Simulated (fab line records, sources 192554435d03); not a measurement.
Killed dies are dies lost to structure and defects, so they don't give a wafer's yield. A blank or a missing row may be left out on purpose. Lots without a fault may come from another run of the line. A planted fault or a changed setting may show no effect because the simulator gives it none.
Problem report in the 8D (eight disciplines) form, filled by code | flow n5_finfet | the parts of the form that need people (team, actions taken, sign-off) are left out

1. THE PROBLEM
M4_ILD_THK at N5_BEOL_M4_THK_MEAS_01 reads a mean of 101.0 nm on 4 wafers of 2 lots; wafers without a fault read 79.4 nm with a standard deviation of 1.1. That is +20 standard deviations from the usual mean.
First seen on wafer L990.2, day 12 16:52, on film_metro-02. The record holds 12 wafers of 4 lots with a number at this step. Rule for "out", or "out of limits": more than 4 standard deviations from the usual mean. The other wafers with a number count as sound.

2. WHAT IT IS AND WHAT IT IS NOT
question                    | is                             | is not
which readings at this step | M4_ILD_THK                     | -
which lots                  | L990, L991                     | L978, L996
which wafers of those lots  | L990.2, L990.3, L991.2, L991.3 | L990.5, L991.6
read on which gauges        | film_metro-02                  | film_metro-01
when                        | from day 12 16:52              | up to then (4 sound wafers); but 4 sound wafers of L991, L996 came after

3. SUSPECTS, AND WHAT RULES EACH OUT
Counting: a tool at a process step up to the reading stays a suspect if it ran every lot that is out. Sound lots after the first of them don't rule it out here, since some wafers of a struck lot are sound.
- the gauge at N5_BEOL_M4_THK_MEAS_01: ruled out. All the wafers that are out were read on film_metro-02, but those of them that N5_PASSIVATION_PROBE_49 has rows for are out there too, on other tools.
- pecvd-02 at N5_BEOL_M4_ILD_DEP_00 (deposits SiOC from DEMS/O2, target thk 79 nm, time 15.3 s): kept. It ran every lot that is out, first L990 (day 12 16:48); its last sound lot up to then is L978 (day 8 19:07).
Left after counting: pecvd-02 at N5_BEOL_M4_ILD_DEP_00.

4. THE CAUSE (what the simulator had put in)
Process parameter drift: pecvd-02, from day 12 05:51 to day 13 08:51, at N5_BEOL_M4_ILD_DEP_00. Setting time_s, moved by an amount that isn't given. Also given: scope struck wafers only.
Counting left only this tool.

5. THE CHAIN OF EFFECTS, in route order
Each row: a reading whose mean over the struck wafers that have a number lies more than 3 standard deviations from the usual. Only readings for which the record gives a usual standard deviation are gone through. hours: the time from each lot's start at the first step in this table that gives one to its start at this step, as a median over the lots. sigmas: the change in usual standard deviations.
hours | step                    | reading              | usual   | on struck wafers | change | sigmas
0     | N5_BEOL_M4_THK_MEAS_01  | M4_ILD_THK           | 79.4 nm | 101.0            | +21.5  | +20
115   | N5_PASSIVATION_PROBE_49 | defect_limited_yield | 91.2 %  | 85.2             | -6.0   | -4.0
115   | N5_PASSIVATION_PROBE_49 | killed_at_M4_up      | 14      | 76               | +62    | +11
115   | N5_PASSIVATION_PROBE_49 | killed_dies          | 103     | 175              | +72    | +4.0
115   | N5_PASSIVATION_PROBE_49 | sort_bin_5_function  | 5.1 %   | 10.8             | +5.7   | +5.7
115   | N5_PASSIVATION_PROBE_49 | sort_n_pass          | 1076    | 1005             | -71    | -3.9
115   | N5_PASSIVATION_PROBE_49 | sort_yield_pct       | 91.2 %  | 85.2             | -6.0   | -4.0
The process steps in it:
- N5_PASSIVATION_PROBE_49
Readings that are blank on the struck wafers while sound wafers have them: CHAIN_V3 at N5_BEOL_M4_RC_MEAS_101; CHAIN_V3_max_site at N5_BEOL_M4_RC_MEAS_101.

6. WHAT WOULD HAVE CAUGHT IT SOONER
In this record the first reading out of limits at a measuring or inspecting step was taken at day 12 16:52, 11 hours after the fault began at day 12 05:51.
Of the tool readings at N5_BEOL_M4_ILD_DEP_00 for which the record gives a usual standard deviation, none was out on any struck wafer, so an alarm limit of 4 standard deviations on them would not have fired.
Of the lots that are out (2), L991 began N5_BEOL_M4_ILD_DEP_00 on pecvd-02 after day 12 16:52. A hold on the tool at that time would have spared it.
